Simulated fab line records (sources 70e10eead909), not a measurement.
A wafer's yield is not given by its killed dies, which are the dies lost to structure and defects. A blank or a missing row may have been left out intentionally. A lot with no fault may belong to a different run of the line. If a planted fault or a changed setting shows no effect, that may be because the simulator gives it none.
Which tool is to blame? || flow nand-harc || 13 lots with 36 wafers sampled at 5 steps, on a route of 1302 steps

## WHAT THE GAUGES SHOWED, per wafer
NHARC_A_BONDPAD_CD_MEAS_09: target cd 500 nm. Usual: 500.0 nm for cd-nm, sd 2.3.
{"lot": "L350", "measured": "day 23 17:19", "on": "cd-sem-01", "cd-nm (nm)": "495.8 499.6 497.7", "flag": ""}
{"lot": "L351", "measured": "day 24 00:09", "on": "cd-sem-02", "cd-nm (nm)": "502.4 502.3 506.0", "flag": ""}
{"lot": "L353", "measured": "day 24 17:09", "on": "cd-sem-03", "cd-nm (nm)": "497.4 502.6 500.9", "flag": ""}
{"lot": "L355", "measured": "day 24 23:15", "on": "cd-sem-01", "cd-nm (nm)": "499.2 501.8 502.9", "flag": ""}
{"lot": "L358", "measured": "day 25 13:16", "on": "cd-sem-02", "cd-nm (nm)": "501.7 499.2 499.7", "flag": ""}
{"lot": "L356", "measured": "day 25 16:26", "on": "cd-sem-01", "cd-nm (nm)": "498.6 499.2 500.4", "flag": ""}
{"lot": "L357", "measured": "day 25 17:46", "on": "cd-sem-03", "cd-nm (nm)": "501.9 501.7 500.7", "flag": ""}
{"lot": "L359", "measured": "day 27 02:29", "on": "cd-sem-01", "cd-nm (nm)": "500.4 500.4 502.0", "flag": ""}
{"lot": "L364", "measured": "day 29 14:26", "on": "cd-sem-01", "cd-nm (nm)": "500.5 500.7", "flag": ""}
{"lot": "L367", "measured": "day 31 06:06", "on": "cd-sem-03", "cd-nm (nm)": "501.7 498.8", "flag": ""}
{"lot": "L368", "measured": "day 31 07:57", "on": "cd-sem-03", "cd-nm (nm)": "500.9 497.2 501.1", "flag": ""}
{"lot": "L369", "measured": "day 31 14:50", "on": "cd-sem-03", "cd-nm (nm)": "498.8 501.7", "flag": ""}
{"lot": "L373", "measured": "day 32 11:48", "on": "cd-sem-02", "cd-nm (nm)": "500.8 495.8 500.1", "flag": ""}

NHARC_END_SORT_01. Usual: killed-at-array 61, standard deviation 24; killed-at-other 1.2, standard deviation 1.3; killed-at-periphery 3.7, standard deviation 2.6; killed-dies 66, standard deviation 23; killed-open 3.3, standard deviation 1.8; killed-short 2.4, standard deviation 1.6.
{"lot": "L364", "measured": "day 30 20:33", "on": "prober-01", "killed-at-array": "57 172", "killed-at-other": "3 1", "killed-at-periphery": "6 5", "killed-dies": "66 178", "killed-open": "1 3", "killed-short": "2 1", "flag": ""}

## EACH LOT AND THE TOOL THAT RAN IT (in order: tool; ch and the chambers of the sampled wafers; start)
{"lot": "L350", "NHARC_A_SLIT_DEP_23": "pecvd-03 ch 0,1, day 20 10:28", "NHARC_A_BONDPAD_CMP_19": "cmp-03 ch 0,3, day 23 19:37", "NHARC_HYBRID_BOND_ACTIVATE_00": "rie-diel-06 ch 0,2, day 23 20:12"}
{"lot": "L351", "NHARC_A_SLIT_DEP_23": "pecvd-03 ch 0,2, day 20 10:46", "NHARC_A_BONDPAD_CMP_19": "cmp-01 ch 1,2, day 24 02:26", "NHARC_HYBRID_BOND_ACTIVATE_00": "rie-diel-03 ch 1,2,3, day 24 03:03"}
{"lot": "L353", "NHARC_A_SLIT_DEP_23": "pecvd-01 ch 1,2, day 21 10:47", "NHARC_A_BONDPAD_CMP_19": "cmp-04 ch 0,1, day 24 19:23", "NHARC_HYBRID_BOND_ACTIVATE_00": "rie-diel-03 ch 0,1,2, day 24 20:00"}
{"lot": "L355", "NHARC_A_SLIT_DEP_23": "pecvd-02 ch 0,1,2, day 21 13:55", "NHARC_A_BONDPAD_CMP_19": "cmp-03 ch 0,1,2, day 25 01:31", "NHARC_HYBRID_BOND_ACTIVATE_00": "rie-diel-06 ch 1,2,3, day 25 02:05"}
{"lot": "L358", "NHARC_A_SLIT_DEP_23": "pecvd-01 ch 0,1,2, day 22 03:25", "NHARC_A_BONDPAD_CMP_19": "cmp-01 ch 0,1,2, day 25 15:29", "NHARC_HYBRID_BOND_ACTIVATE_00": "rie-diel-08 ch 0,1, day 25 16:05"}
{"lot": "L356", "NHARC_A_SLIT_DEP_23": "pecvd-01 ch 1,2, day 22 04:09", "NHARC_A_BONDPAD_CMP_19": "cmp-03 ch 0,1, day 25 18:40", "NHARC_HYBRID_BOND_ACTIVATE_00": "rie-diel-08 ch 1,2, day 25 19:15"}
{"lot": "L357", "NHARC_A_SLIT_DEP_23": "pecvd-01 ch 0,2, day 22 05:14", "NHARC_A_BONDPAD_CMP_19": "cmp-04 ch 0,3, day 25 20:03", "NHARC_HYBRID_BOND_ACTIVATE_00": "rie-diel-06 ch 1,2,3, day 25 20:37"}
{"lot": "L359", "NHARC_A_SLIT_DEP_23": "pecvd-01 ch 0,1, day 23 22:54", "NHARC_A_BONDPAD_CMP_19": "cmp-01 ch 0,1, day 27 04:43", "NHARC_HYBRID_BOND_ACTIVATE_00": "rie-diel-08 ch 0,1,2, day 27 05:18"}
{"lot": "L364", "NHARC_A_SLIT_DEP_23": "pecvd-03 ch 0,2, day 26 03:53", "NHARC_A_BONDPAD_CMP_19": "cmp-03 ch 0,1, day 29 16:43", "NHARC_HYBRID_BOND_ACTIVATE_00": "rie-diel-08 ch 0,3, day 29 17:18"}
{"lot": "L367", "NHARC_A_SLIT_DEP_23": "pecvd-03 ch 0,2, day 27 19:14", "NHARC_A_BONDPAD_CMP_19": "cmp-04 ch 0,1, day 31 08:25", "NHARC_HYBRID_BOND_ACTIVATE_00": "rie-diel-03 ch 0,1, day 31 08:59"}
{"lot": "L368", "NHARC_A_SLIT_DEP_23": "pecvd-02 ch 0,1,2, day 27 20:10", "NHARC_A_BONDPAD_CMP_19": "cmp-04 ch 0,2,3, day 31 10:14", "NHARC_HYBRID_BOND_ACTIVATE_00": "rie-diel-06 ch 0,1,3, day 31 10:48"}
{"lot": "L369", "NHARC_A_SLIT_DEP_23": "pecvd-03 ch 0,1, day 28 01:41", "NHARC_A_BONDPAD_CMP_19": "cmp-04 ch 0,1, day 31 17:10", "NHARC_HYBRID_BOND_ACTIVATE_00": "rie-diel-08 ch 1,2, day 31 17:41"}
{"lot": "L373", "NHARC_A_SLIT_DEP_23": "pecvd-01 ch 0,1, day 29 00:24", "NHARC_A_BONDPAD_CMP_19": "cmp-01 ch 0,1,2, day 32 14:02", "NHARC_HYBRID_BOND_ACTIVATE_00": "rie-diel-03 ch 0,1,3, day 32 14:37"}
- NHARC_A_SLIT_DEP_23: deposits SiON, target thk 100 nm.
- NHARC_A_BONDPAD_CMP_19: polishes, t overpolish 30 s, cu recess touch 16 s, target thk 169.82 nm.
- NHARC_HYBRID_BOND_ACTIVATE_00: chemistry N2, time 60 s.

## WHAT THE TOOLS THEMSELVES READ (means of the sampled wafers that have a number; where no wafer has one, the mark that the record gives instead)
NHARC_A_SLIT_DEP_23. Usual: 737 W for heater-power-w, sd 85.
{"lot": "L350", "tool": "pecvd-03", "heater-power-w (W)": 638, "flag": ""}
{"lot": "L351", "tool": "pecvd-03", "heater-power-w (W)": 635, "flag": ""}
{"lot": "L353", "tool": "pecvd-01", "heater-power-w (W)": 734, "flag": ""}
{"lot": "L355", "tool": "pecvd-02", "heater-power-w (W)": 792, "flag": ""}
{"lot": "L358", "tool": "pecvd-01", "heater-power-w (W)": 754, "flag": ""}
{"lot": "L356", "tool": "pecvd-01", "heater-power-w (W)": 692, "flag": ""}
{"lot": "L357", "tool": "pecvd-01", "heater-power-w (W)": 781, "flag": ""}
{"lot": "L359", "tool": "pecvd-01", "heater-power-w (W)": 817, "flag": ""}
{"lot": "L364", "tool": "pecvd-03", "heater-power-w (W)": 666, "flag": ""}
{"lot": "L367", "tool": "pecvd-03", "heater-power-w (W)": 665, "flag": ""}
{"lot": "L368", "tool": "pecvd-02", "heater-power-w (W)": 750, "flag": ""}
{"lot": "L369", "tool": "pecvd-03", "heater-power-w (W)": 667, "flag": ""}
{"lot": "L373", "tool": "pecvd-01", "heater-power-w (W)": 759, "flag": ""}

NHARC_A_BONDPAD_CMP_19. Usual: motor-current-A 12.6 A, standard deviation 1.4; overpolish-run-s 30.000 s, standard deviation 0.0089.
{"lot": "L350", "tool": "cmp-03", "motor-current-A (A)": 11.4, "overpolish-run-s (s)": 29.994, "flag": ""}
{"lot": "L351", "tool": "cmp-01", "motor-current-A (A)": 11.8, "overpolish-run-s (s)": 30.001, "flag": ""}
{"lot": "L353", "tool": "cmp-04", "motor-current-A (A)": 11.4, "overpolish-run-s (s)": 30.006, "flag": ""}
{"lot": "L355", "tool": "cmp-03", "motor-current-A (A)": 13.4, "overpolish-run-s (s)": 30.000, "flag": ""}
{"lot": "L358", "tool": "cmp-01", "motor-current-A (A)": 11.7, "overpolish-run-s (s)": 29.998, "flag": ""}
{"lot": "L356", "tool": "cmp-03", "motor-current-A (A)": 13.9, "overpolish-run-s (s)": 30.000, "flag": ""}
{"lot": "L357", "tool": "cmp-04", "motor-current-A (A)": 12.6, "overpolish-run-s (s)": 30.001, "flag": ""}
{"lot": "L359", "tool": "cmp-01", "motor-current-A (A)": 11.4, "overpolish-run-s (s)": 29.998, "flag": ""}
{"lot": "L364", "tool": "cmp-03", "motor-current-A (A)": 13.8, "overpolish-run-s (s)": 29.996, "flag": ""}
{"lot": "L367", "tool": "cmp-04", "motor-current-A (A)": 11.7, "overpolish-run-s (s)": 30.009, "flag": ""}
{"lot": "L368", "tool": "cmp-04", "motor-current-A (A)": 12.5, "overpolish-run-s (s)": 29.996, "flag": ""}
{"lot": "L369", "tool": "cmp-04", "motor-current-A (A)": 12.2, "overpolish-run-s (s)": 29.998, "flag": ""}
{"lot": "L373", "tool": "cmp-01", "motor-current-A (A)": 11.8, "overpolish-run-s (s)": 30.004, "flag": ""}

NHARC_HYBRID_BOND_ACTIVATE_00. Usual: drypump-motor-current-A 5.5 A, standard deviation 0.38; mfc-ar-sccm 0.014 sccm, standard deviation 0.011; oes-product-au 0.995 a.u., standard deviation 0.012; rf-vpp-V 64.2 V, standard deviation 0.79; showerhead-plenum-p-Torr 1.78 Torr, standard deviation 0.075.
{"lot": "L350", "tool": "rie-diel-06", "drypump-motor-current-A (A)": 5.1, "mfc-ar-sccm (sccm)": 0.007, "oes-product-au (a.u.)": 0.990, "rf-vpp-V (V)": 63.9, "showerhead-plenum-p-Torr (Torr)": 1.82, "flag": ""}
{"lot": "L351", "tool": "rie-diel-03", "drypump-motor-current-A (A)": 5.6, "mfc-ar-sccm (sccm)": 0.010, "oes-product-au (a.u.)": 1.004, "rf-vpp-V (V)": 64.2, "showerhead-plenum-p-Torr (Torr)": 1.80, "flag": ""}
{"lot": "L353", "tool": "rie-diel-03", "drypump-motor-current-A (A)": 5.5, "mfc-ar-sccm (sccm)": 0.014, "oes-product-au (a.u.)": 0.998, "rf-vpp-V (V)": 64.9, "showerhead-plenum-p-Torr (Torr)": 1.86, "flag": ""}
{"lot": "L355", "tool": "rie-diel-06", "drypump-motor-current-A (A)": 5.5, "mfc-ar-sccm (sccm)": 0.015, "oes-product-au (a.u.)": 1.005, "rf-vpp-V (V)": 63.7, "showerhead-plenum-p-Torr (Torr)": 1.73, "flag": ""}
{"lot": "L358", "tool": "rie-diel-08", "drypump-motor-current-A (A)": 5.2, "mfc-ar-sccm (sccm)": 0.009, "oes-product-au (a.u.)": 0.990, "rf-vpp-V (V)": 64.5, "showerhead-plenum-p-Torr (Torr)": 1.71, "flag": ""}
{"lot": "L356", "tool": "rie-diel-08", "drypump-motor-current-A (A)": 5.6, "mfc-ar-sccm (sccm)": 0.014, "oes-product-au (a.u.)": 1.003, "rf-vpp-V (V)": 64.0, "showerhead-plenum-p-Torr (Torr)": 1.75, "flag": ""}
{"lot": "L357", "tool": "rie-diel-06", "drypump-motor-current-A (A)": 5.5, "mfc-ar-sccm (sccm)": 0.015, "oes-product-au (a.u.)": 1.004, "rf-vpp-V (V)": 64.0, "showerhead-plenum-p-Torr (Torr)": 1.73, "flag": ""}
{"lot": "L359", "tool": "rie-diel-08", "drypump-motor-current-A (A)": 5.5, "mfc-ar-sccm (sccm)": 0.009, "oes-product-au (a.u.)": 1.000, "rf-vpp-V (V)": 63.7, "showerhead-plenum-p-Torr (Torr)": 1.77, "flag": ""}
{"lot": "L364", "tool": "rie-diel-08", "drypump-motor-current-A (A)": 5.3, "mfc-ar-sccm (sccm)": 0.018, "oes-product-au (a.u.)": 0.986, "rf-vpp-V (V)": 64.2, "showerhead-plenum-p-Torr (Torr)": 1.75, "flag": ""}
{"lot": "L367", "tool": "rie-diel-03", "drypump-motor-current-A (A)": 5.5, "mfc-ar-sccm (sccm)": 0.011, "oes-product-au (a.u.)": 0.992, "rf-vpp-V (V)": 64.0, "showerhead-plenum-p-Torr (Torr)": 1.88, "flag": ""}
{"lot": "L368", "tool": "rie-diel-06", "drypump-motor-current-A (A)": 5.4, "mfc-ar-sccm (sccm)": 0.008, "oes-product-au (a.u.)": 1.002, "rf-vpp-V (V)": 64.2, "showerhead-plenum-p-Torr (Torr)": 1.78, "flag": ""}
{"lot": "L369", "tool": "rie-diel-08", "drypump-motor-current-A (A)": 5.8, "mfc-ar-sccm (sccm)": 0.014, "oes-product-au (a.u.)": 0.983, "rf-vpp-V (V)": 63.9, "showerhead-plenum-p-Torr (Torr)": 1.78, "flag": ""}
{"lot": "L373", "tool": "rie-diel-03", "drypump-motor-current-A (A)": 5.6, "mfc-ar-sccm (sccm)": 0.011, "oes-product-au (a.u.)": 1.000, "rf-vpp-V (V)": 64.7, "showerhead-plenum-p-Torr (Torr)": 1.82, "flag": ""}

## THE ANSWER, worked out from the rows above alone
Rule: a lot counts as off when the mean over its wafers that have a number is more than 3 standard deviations away from the usual mean. Also off: a lot with no number at a reading for which 4 or more lots have one. Where the step has rows for the other lots, those lots are counted as sound. The gauges are gone through in route order, then the tools' own readings, and for those a lot's mean is taken as printed above. The first step at which some lot is off is used, and at that step the reading that is off furthest; a lot without a number counts as furthest.
None of the lots is off at any reading shown; this tells nothing.

## WHAT THE SIMULATOR HAD PUT IN
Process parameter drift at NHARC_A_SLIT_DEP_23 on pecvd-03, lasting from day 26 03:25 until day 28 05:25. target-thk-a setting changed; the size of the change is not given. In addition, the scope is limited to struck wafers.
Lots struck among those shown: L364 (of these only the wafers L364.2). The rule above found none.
